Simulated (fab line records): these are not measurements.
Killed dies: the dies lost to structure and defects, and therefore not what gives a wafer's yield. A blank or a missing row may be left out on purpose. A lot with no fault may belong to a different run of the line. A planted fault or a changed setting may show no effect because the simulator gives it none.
Which tool is to blame?	flow n5 finfet	at 1 step of a route of 1938, 12 lots with 36 wafers sampled

## WHAT THE GAUGES READ, wafer by wafer
N5_STI_FIN_REVEAL_INSPECT_13: inspects for defects (darkfield).
lot	measured	on	raw defect count
L075	day 2 20:18	defect inspect-02	25 17 14
L077	day 3 06:57	defect inspect-02	20 11 14
L079	day 3 18:31	defect inspect-01	18 8 12
L081	day 4 11:04	defect inspect-02	14 19 12
L083	day 4 20:25	defect inspect-02	12 10 7
L085	day 5 09:31	defect inspect-01	6 13 10
L087	day 5 19:29	defect inspect-01	7 3 8
L089	day 6 07:56	defect inspect-02	10 9 16
L091	day 6 19:21	defect inspect-01	8 10 4
L093	day 7 07:32	defect inspect-01	23 19 12
L095	day 7 19:52	defect inspect-02	19 20 12
L097	day 8 06:59	defect inspect-02	17 11 8

## WHAT TOOL EACH LOT RAN ON (gives the tool, then ch and the chambers of the sampled wafers, and finally the start)
There is no process step in the record ahead of these readings.

## THE ANSWER, worked out from the rows above alone
Rule: the lots themselves supply what counts as usual. Put in order of their means at a reading, lots are off if they are a third of the lots or fewer, leave a main group of 4 or more, and stand apart from it by a gap of 3 or more times the standard deviation of the main group's means; of several such gaps the widest counts. Not used: any main group whose means are identical at the precision the tables above print for the reading. A lot without any number at a reading at which 4 lots or more have one is off too. Any other lot the step has rows for is counted as sound.
Nothing can be told from this: no lot is off at any reading shown.

## WHAT THE SIMULATOR HAD INSERTED
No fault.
